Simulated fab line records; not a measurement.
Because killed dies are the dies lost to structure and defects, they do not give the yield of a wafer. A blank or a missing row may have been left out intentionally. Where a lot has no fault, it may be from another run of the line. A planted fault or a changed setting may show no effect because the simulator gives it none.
The tool behind it: which one? -- flow nand harc -- Sampling: 12 lots, 36 wafers, 5 of 1302 route steps

## WHAT THE GAUGES READ, wafer by wafer
NHARC_A_CONTACT_CD_MEAS_69: the cd target is 300 nm. Usual: cd nm 299.7 nm, standard deviation 0.68.
lot,measured,on,cd nm (nm),flag
L207,day 22 12:25,cd sem-01,299.5 299.2 299.6,
L209,day 22 13:59,cd sem-02,298.9 298.8 299.6,
L211,day 22 21:06,cd sem-02,300.1 299.9 299.5,
L212,day 24 12:15,cd sem-03,299.7 299.9 299.9,
L217,day 26 00:44,cd sem-02,299.1 299.3 298.1,
L215,day 26 00:53,cd sem-01,300.9 300.9 301.3,
L216,day 26 03:11,cd sem-01,300.3 299.6 299.2,
L219,day 26 22:58,cd sem-01,298.5 299.9 298.9,
L220,day 27 11:56,cd sem-03,300.0 300.6 300.3,
L221,day 28 05:20,cd sem-01,295.5 296.0 296.3,OFF
L226,day 30 10:49,cd sem-02,300.8 301.0 299.8,
L229,day 31 07:05,cd sem-01,296.5 296.0 296.1,OFF

## TOOL THAT RAN EACH LOT (tool first, then ch and the chambers of the sampled wafers, then the start)
lot,NHARC_A_CONTACT_ETCH_118,NHARC_A_CONTACT_ETCH_119,NHARC_A_CONTACT_ETCH_96,NHARC_A_CONTACT_EXPOSE_66
L207,"har cap etch-02 ch 0,1, day 22 04:27","har cap etch-02 ch 0,1, day 22 04:37","rie diel-13 ch 1,2,3, day 22 12:17 or earlier","arfi scanner-03 ch 0, day 22 12:17"
L209,"har cap etch-03 ch 0,1, day 22 05:32","har cap etch-03 ch 0,1, day 22 05:43","rie diel-13 ch 0,3, day 22 13:50 or earlier","arfi scanner-01 ch 0, day 22 13:50"
L211,"har cap etch-02 ch 0,1, day 22 14:02","har cap etch-02 ch 0,1, day 22 14:12","rie diel-05 ch 0,2, day 22 16:01","arfi scanner-01 ch 0, day 22 20:58"
L212,"har cap etch-03 ch 0,1, day 24 05:16","har cap etch-03 ch 0,1, day 24 05:26","rie diel-03 ch 1,2,3, day 24 12:07 or earlier","arfi scanner-02 ch 0, day 24 12:07"
L217,"har cap etch-03 ch 0,1, day 25 16:32","har cap etch-03 ch 0,1, day 25 16:42","rie diel-03 ch 0,1, day 26 00:36 or earlier","arfi scanner-03 ch 0, day 26 00:36"
L215,"har cap etch-01 ch 0,1, day 25 17:41","har cap etch-01 ch 0,1, day 25 17:51","rie diel-05 ch 0,1,2, day 26 00:45 or earlier","arfi scanner-02 ch 0, day 26 00:45"
L216,"har cap etch-02 ch 0,1, day 25 18:34","har cap etch-02 ch 0,1, day 25 18:44","rie diel-03 ch 0,1,2, day 26 03:02 or earlier","arfi scanner-03 ch 0, day 26 03:02"
L219,"har cap etch-02 ch 0,1, day 26 14:46","har cap etch-02 ch 0,1, day 26 14:56","rie diel-13 ch 0,2, day 26 22:49 or earlier","arfi scanner-01 ch 0, day 26 22:49"
L220,"har cap etch-02 ch 0, day 27 04:27","har cap etch-02 ch 0, day 27 04:37","rie diel-03 ch 1,2,3, day 27 11:49 or earlier","arfi scanner-02 ch 0, day 27 11:49"
L221,"har cap etch-01 ch 0,1, day 27 20:37","har cap etch-01 ch 0,1, day 27 20:47","rie diel-05 ch 0,2, day 28 05:12 or earlier","arfi scanner-02 ch 0, day 28 05:12"
L226,"har cap etch-03 ch 0,1, day 30 01:26","har cap etch-03 ch 0,1, day 30 01:37","rie diel-03 ch 0,1,3, day 30 10:41 or earlier","arfi scanner-01 ch 0, day 30 10:41"
L229,"har cap etch-01 ch 0,1, day 31 00:03","har cap etch-01 ch 0,1, day 31 00:13","rie diel-03 ch 0,1,3, day 31 02:02","arfi scanner-02 ch 0, day 31 06:57"
- NHARC_A_CONTACT_ETCH_118: etches the open film in C4F8/O2/Ar, time 190 s, target depth 1850 nm.
- NHARC_A_CONTACT_ETCH_119: etches the open film in C4F8/O2/Ar, time 190 s, target depth 1850 nm.
- NHARC_A_CONTACT_ETCH_96: etches the open film in C4F6/O2, target depth 20 nm, time 10 s.
- NHARC_A_CONTACT_EXPOSE_66: exposes mask A CC 2.

## WHAT THE TOOLS THEMSELVES READ (means of the sampled wafers that have a number; where no wafer has one, the mark that the record gives instead)
NHARC_A_CONTACT_ETCH_96. Usual: drypump motor current A 5.5 A, standard deviation 0.32; oes product au 0.965 a.u., standard deviation 0.025; rf vpp V 547 V, standard deviation 3.9; showerhead plenum p Torr 3.95 Torr, standard deviation 0.19; throttle valve pct 26.905 %, standard deviation 0.0093.
lot,tool,drypump motor current A (A),oes product au (a.u.),rf vpp V (V),showerhead plenum p Torr (Torr),throttle valve pct (%),flag
L207,rie diel-13,5.6,0.942,546,3.83,26.897,
L209,rie diel-13,5.5,0.952,543,3.73,26.914,
L211,rie diel-05,5.9,0.953,548,4.01,26.909,
L212,rie diel-03,5.4,0.970,546,3.93,26.901,
L217,rie diel-03,5.4,0.997,545,3.79,26.902,
L215,rie diel-05,5.8,0.993,549,4.03,26.915,
L216,rie diel-03,5.4,0.998,547,3.94,26.897,
L219,rie diel-13,5.4,0.940,542,3.72,26.899,
L220,rie diel-03,5.4,0.944,547,3.92,26.895,
L221,rie diel-05,5.9,0.940,552,4.17,26.909,
L226,rie diel-03,5.6,1.001,551,4.10,26.896,
L229,rie diel-03,5.6,1.004,549,4.10,26.897,

NHARC_A_CONTACT_EXPOSE_66. Usual: exposure dose mJ cm2 58.97, standard deviation 0.073.
lot,tool,exposure dose mJ cm2,flag
L207,arfi scanner-03,58.96,
L209,arfi scanner-01,58.97,
L211,arfi scanner-01,59.03,
L212,arfi scanner-02,59.08,
L217,arfi scanner-03,59.00,
L215,arfi scanner-02,59.03,
L216,arfi scanner-03,58.94,
L219,arfi scanner-01,59.00,
L220,arfi scanner-02,59.06,
L221,arfi scanner-02,54.45,OFF
L226,arfi scanner-01,58.94,
L229,arfi scanner-02,55.34,OFF

## THE ANSWER, worked out from the rows above alone
Rule: lot off if the mean of its wafers having a number is beyond 3 standard deviations from the usual mean. Also off: a lot with no number at a reading for which 4 or more lots have one. The other lots that the step has rows for count as sound. Order of review: gauges by route order, followed by the tools' own readings, for which a lot's mean as printed above is used. At the first step where some lot is off, the reading lying furthest off is the one used; lots without a number count as furthest.
Off at NHARC_A_CONTACT_CD_MEAS_69 (cd nm): L221, L229.
A tool fits if, at a process step before that reading, it ran every lot that is off, and no sound lot after the first of them. Not tried: the gauges at NHARC_A_CONTACT_CD_MEAS_69; whatever is off there is also off at NHARC_A_CONTACT_EXPOSE_66, on other tools, and gauge error can't account for it. Because NHARC_A_CONTACT_ETCH_96 lacks a start for some lots, the hours and order of its lots are taken from NHARC_A_CONTACT_EXPOSE_66. 2 tools fit, har cap etch-01 at NHARC_A_CONTACT_ETCH_118 and NHARC_A_CONTACT_ETCH_119 and arfi scanner-02 at NHARC_A_CONTACT_EXPOSE_66, so this cannot tell which one it is.

## WHAT WAS PUT IN BY THE SIMULATOR
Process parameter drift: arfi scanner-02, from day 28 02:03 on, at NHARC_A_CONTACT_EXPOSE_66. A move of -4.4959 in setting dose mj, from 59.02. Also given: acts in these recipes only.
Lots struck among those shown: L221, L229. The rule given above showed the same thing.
